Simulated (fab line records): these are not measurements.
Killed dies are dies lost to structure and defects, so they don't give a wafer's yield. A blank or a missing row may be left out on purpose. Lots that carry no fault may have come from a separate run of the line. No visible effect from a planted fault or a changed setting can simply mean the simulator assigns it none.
Problem report, 8D (eight disciplines) form, completed by code -- flow n5-finfet -- the parts of the form that need people (team, actions taken, sign-off) are left out

== 1. WHAT WENT WRONG ==
Wafers without a fault read 55.7 nm, standard deviation 1.3; trench-depth-nm at N5_BEOL_M2_OCD_MEAS_38 reads a mean of 38.0 nm on 2 wafers belonging to 2 lots. That puts it -14 standard deviations away from the usual mean.
First observed at day 9 05:43: wafer L562.1, on ocd-02. At this step, 21 wafers from 8 lots have a number in the record. Rule for "out", or "out of limits": more than 4 standard deviations from the usual mean. All remaining wafers that have a number are taken as sound.

== 2. WHAT IT IS, WHAT IT ISN'T ==
question,is,is not
which readings at this step,trench-depth-nm,-
which lots,"L562, L565","L560, L569, L572, L574, L576, L577"
which wafers of those lots,"L562.1, L565.3","L562.4, L565.5"
read on which gauges,ocd-02,ocd-01
when,from day 9 05:43,"up to then (3 sound wafers); but 16 sound wafers of L565, L569, L572, L574, L576, L577 came after"

== 3. SUSPECTS, AND WHAT RULES EACH OUT ==
Counting: a tool at a process step up to the reading stays a suspect if it ran every lot that is out. Sound lots after the first of them don't rule it out here, since some wafers of a struck lot are sound.
- ruled out: the gauge at N5_BEOL_M2_OCD_MEAS_38. All the wafers that are out were read on ocd-02, but those of them that N5_BEOL_M2_TRENCH_ETCH_37 has rows for are out there too, on other tools.
- rie-diel-04 at N5_BEOL_M2_ETCH_70 (etches SOC in N2/H2, target depth 80 nm, overetch 24 nm, time 130 s): kept. It ran every lot that is out, first L562 (day 9 05:22); its last sound lot up to then is L560 (day 9 01:47).
- rie-diel-04 at N5_BEOL_M2_STRIP_36 (strips in N2/H2): kept. It ran every lot that is out, first L562 (day 9 05:31); its last sound lot up to then is L560 (day 9 01:57).
- rie-diel-04 at N5_BEOL_M2_TRENCH_ETCH_37 (etches SiOC in C4F6/O2, target depth 55.555 nm, time 29.2 s): kept. It ran every lot that is out, first L562 (day 9 05:34); its last sound lot up to then is L560 (day 9 01:59). Its own run-length-s readings are out on those wafers.
The count leaves rie-diel-04 at N5_BEOL_M2_ETCH_70, rie-diel-04 at N5_BEOL_M2_STRIP_36, and rie-diel-04 at N5_BEOL_M2_TRENCH_ETCH_37.

== 4. THE CAUSE (what the simulator had put in) ==
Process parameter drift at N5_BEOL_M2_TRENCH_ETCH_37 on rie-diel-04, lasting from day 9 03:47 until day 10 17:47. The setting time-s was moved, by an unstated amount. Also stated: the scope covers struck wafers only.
After counting, 3 suspects remain, this tool included.

== 5. THE CHAIN OF EFFECTS, in route order ==
Each row: a reading whose mean over the struck wafers that have a number lies more than 3 standard deviations from the usual. Readings are gone through only where the record gives a usual standard deviation; hours: the median, over the lots, of the time from a lot's start at the first step in this table giving one to that lot's start at this step; sigmas: the change measured in usual standard deviations.
hours,step,reading,usual,on struck wafers,change,sigmas
0,N5_BEOL_M2_TRENCH_ETCH_37,run-length-s,52.6 s,43.5,-9.1,-22
0,N5_BEOL_M2_OCD_MEAS_38,trench-depth-nm,55.7 nm,38.0,-17.7,-14
5,N5_BEOL_M2_THK_MEAS_53,M2_THK,39.3 nm,21.4,-17.9,-13
5,N5_BEOL_M2_RS_MEAS_58,M2_RS,0.68 ohm/sq,1.53,+0.85,+26
40,N5_BEOL_M4_RC_MEAS_101,SERP_M2,200 ohm/um,420,+220,+15
40,N5_BEOL_M4_RC_MEAS_101,SERP_M2_max_site,212 ohm/um,446,+234,+15
165,N5_PASSIVATION_PROBE_49,defect-limited-yield,91.0 %,79.6,-11.4,-8.1
165,N5_PASSIVATION_PROBE_49,killed_at_M0_to_M3,36,184,+148,+15
165,N5_PASSIVATION_PROBE_49,killed-dies,106,241,+135,+8.4
165,N5_PASSIVATION_PROBE_49,sort_bin_8_speed,0.0 %,13.4,+13.4,+29
165,N5_PASSIVATION_PROBE_49,sort-n-pass,1073,939,-134,-7.9
Its process steps:
- N5_BEOL_M2_TRENCH_ETCH_37: etches SiOC in C4F6/O2, target depth 55.555 nm, time 29.2 s.
- N5_PASSIVATION_PROBE_49
Readings that are blank on the struck wafers while sound wafers have them: bias-w at N5_BEOL_M2_TRENCH_ETCH_37; rf-fwd-power-W at N5_BEOL_M2_TRENCH_ETCH_37.

== 6. WHAT WOULD HAVE CAUGHT IT SOONER ==
2 hours passed between the start of the fault at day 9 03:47 and the first reading out of limits at a measuring or inspecting step in this record, taken at day 9 05:43.
Tool's own readings at N5_BEOL_M2_TRENCH_ETCH_37, run-length-s: out on all struck wafers the step has rows for; an alarm limit on them would have tripped on the first.
Lots out: 2; of these, L565 started N5_BEOL_M2_TRENCH_ETCH_37 on rie-diel-04 after day 9 05:43. Had the tool been put on hold then, it would have been spared.
